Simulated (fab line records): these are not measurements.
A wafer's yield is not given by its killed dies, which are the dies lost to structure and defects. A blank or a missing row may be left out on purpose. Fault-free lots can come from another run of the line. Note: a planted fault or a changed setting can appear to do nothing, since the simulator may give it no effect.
Chamber matching | flow n5 finfet | N5_DUMMY_GATE_ETCH_32 on rie si-04: 3 sister chambers
The step etches SiO2 in CF4, target depth 3.5 nm, time 3.9 s. 6 wafers are shown with their chamber, then 5 later ones without.

WAFERS PAIRED WITH THEIR CHAMBERS
wafer  | chamber | drypump motor current A (A) | throttle valve pct (%)
L079.1 | 0       | 6.39                        | 22.04
L079.5 | 3       | 5.80                        | 22.19
L080.2 | 3       | 5.80                        | 22.18
L080.3 | 0       | 6.39                        | 22.04
L080.5 | 2       | 5.50                        | 22.01
L084.1 | 2       | 5.52                        | 22.00

WAFERS WHOSE CHAMBER IS MISSING
wafer  | drypump motor current A (A) | throttle valve pct (%)
L084.6 | 5.79                        | 22.21
L092.5 | 6.38                        | 22.03
L092.6 | 5.82                        | 22.19
L093.1 | 5.53                        | 22.00
L093.4 | 5.77                        | 22.20

WHICH CHAMBER EACH ONE RAN IN
wafer  | from the rows above | in truth
L084.6 | 3                   | 3
L092.5 | 0                   | 0
L092.6 | 3                   | 3
L093.1 | 2                   | 2
L093.4 | 3                   | 3
Correctly placed: 5 of 5. Number that these rows cannot place: 0. Number placed wrongly: 0.
How it was worked out, from the rows above alone: a wafer's distance from a chamber is the root of the sum, over the readings, of the square of ((its reading less the chamber's mean) divided by the reading's scatter). The wafer belongs to the nearest chamber; if the next one is less than 2 further off, it can't be placed. Each chamber's mean is taken over the wafers shown for it. The scatter is the square root of a quotient: the sum, over the shown wafers, of each reading's squared deviation from its chamber's mean, divided by wafers minus chambers.
